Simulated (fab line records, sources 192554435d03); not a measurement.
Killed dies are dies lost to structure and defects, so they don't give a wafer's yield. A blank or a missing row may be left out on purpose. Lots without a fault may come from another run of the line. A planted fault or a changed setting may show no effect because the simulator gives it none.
A struck lot beside a sound one | flow n5_finfet | 15 steps out of a route of 1938
Sound: wafers L918.2, L918.5, L918.6. Struck: wafer L907.6. (L907.2, L907.4 of the same lot were not struck and are left out.) The cause comes at the end.
At each step with rows: each side's tool, then ch and its chambers, then its first start. Under that, the readings that differ: sound wafers | struck wafers | difference of the means | sigmas: that difference in standard deviations of wafers without a fault.
alike: readings whose means differ by less than 2 such deviations, and words and numbers that are the same on both sides. not compared: withheld readings, readings that some wafer has no value for, bounds like >300 that may hide the same value, and numbers for which the record gives no deviation and whose values overlap.
The two part at a step that has a row with sigmas, a row that says differs or no value, or rows on one side only. Numbers that don't overlap but have no deviation are shown without sigmas and don't part them. A reading that every wafer of one side lacks parts them only if that side has two wafers or more.

N5_DUMMY_GATE_ETCH_23: etches poly-Si in HBr/Cl2/O2, target depth 41 nm, time 22.3 s.
  sound on rie_si-02 ch 0,1,3, day 7 16:20; struck on rie_si-06 ch 1, day 5 00:04
  reading               | sound             | struck | difference | sigmas
  oes_product_au (a.u.) | 1.032 0.981 0.996 | 1.039  | +0.036     | +2
  alike: drypump_motor_current_A, oes_o_777_au, throttle_valve_pct
  not compared: rf_hours_counter_h
N5_DUMMY_GATE_ETCH_44: etches poly-Si in HBr/O2, stops on SiO2, target depth 127.5 nm.
  sound on rie_si-02 ch 0,1,3, day 7 16:24; struck on rie_si-06 ch 1, day 5 00:08
  reading               | sound             | struck | difference | sigmas
  oes_product_au (a.u.) | 0.755 0.718 0.719 | 0.763  | +0.032     | +3
  alike: drypump_motor_current_A, throttle_valve_pct
  not compared: rf_hours_counter_h
N5_DUMMY_GATE_CD_MEAS_24: target cd 15 nm.
  sound on cd_sem-02, day 7 16:31; struck on cd_sem-02, day 5 00:14
  reading    | sound          | struck | difference | sigmas
  cd_nm (nm) | 14.0 15.2 15.0 | 15.7   | +1.0       | +3
N5_DUMMY_GATE_ETCH_42: etches SiO2 in CHF3/O2, target depth 3.5 nm, time 31 s.
  sound on rie_diel-04 ch 1,2,3, day 7 16:34; struck on rie_diel-03 ch 0, day 5 00:21
  reading                | sound             | struck | difference | sigmas
  CHF3_flow_sccm (sccm)  | 49.86 50.33 50.04 | 49.73  | -0.35      | -2
  throttle_valve_pct (%) | 18.87 18.74 18.73 | 18.18  | -0.60      | -2
  alike: drypump_motor_current_A, oes_o_777_au, oes_product_au, rf_vpp_V, showerhead_plenum_p_Torr
  not compared: rf_hours_counter_h
N5_DUMMY_GATE_STRIP_48: strips in N2/H2, time 20 s.
  sound on rie_diel-04 ch 1,2,3, day 7 16:37; struck on rie_diel-03 ch 0, day 5 00:24
  reading                | sound          | struck | difference | sigmas
  throttle_valve_pct (%) | 12.4 12.1 12.2 | 11.6   | -0.6       | -2
  alike: drypump_motor_current_A, oes_product_au, rf_vpp_V, showerhead_plenum_p_Torr
  not compared: rf_hours_counter_h
then, 5 steps without rows for these wafers: N5_DUMMY_GATE_PRECLEAN_33 (cleans in dHF, time 10 s); N5_DUMMY_GATE_PRECLEAN_25 (cleans in O3/DIW, time 45 s); N5_DUMMY_GATE_PRECLEAN_51 (cleans in SC2, time 45 s); N5_DUMMY_GATE_SRD_26 (time 30 s); N5_DUMMY_GATE_UV_OZONE_45 (time 120 s).
N5_DUMMY_GATE_INSPECT_27: inspects for defects (brightfield).
  sound on defect_inspect-01, day 7 16:49; struck on defect_inspect-02, day 5 00:35
  alike: raw_defect_count
then, 1 step without rows for these wafers: N5_SPACER0_ALD_07 (deposits SiNx, target thk 2 nm).
N5_SPACER0_ALD_00: deposits SiOCN, target thk 3.5 nm, pulse time 3 s, purge time 2 s.
  sound on ald_sin-04 ch 1,2, day 7 16:59; struck on ald_sin-04 ch 0, day 5 00:46
  reading                                   | sound       | struck | difference | sigmas
  ald_cycles                                | 58 58 58    | 53     | -5         |
  model.SiOCN_of_SPACER0_ALD_00.thk_nm (nm) | 3.6 3.4 3.6 | 3.2    | -0.3       |
  alike: heater_power_w, precursor_pulse_height_rel
N5_SPACER0_ALD_08: deposits SiNx, target thk 2 nm.
  sound on ald_sin-04 ch 1,2, day 7 17:15; struck on ald_sin-04 ch 0, day 5 01:02
  alike: heater_power_w
-- the record jumps here: 5 days lie between the struck wafers' starts before and after (it left off in module SPACER0 and takes up again in module BEOL_M4, whose first step shown is number 1111 of the route) --
N5_BEOL_M4_RC_MEAS_101:
  sound on prober-02 ch 0, day 12 21:55; struck on prober-01 ch 0, day 9 22:51
  reading       | sound       | struck | difference | sigmas
  ION_P (uA/um) | 453 464 464 | 477    | +17        | +3
  alike: DIBL_N, DIBL_P, IOFF_N, IOFF_P, ION_N, SS_N, SS_P, VT_N, VT_P

WHERE THEY PART
First at N5_DUMMY_GATE_ETCH_23; last, within this record, at N5_BEOL_M4_RC_MEAS_101.

WHY: what the simulator had put in
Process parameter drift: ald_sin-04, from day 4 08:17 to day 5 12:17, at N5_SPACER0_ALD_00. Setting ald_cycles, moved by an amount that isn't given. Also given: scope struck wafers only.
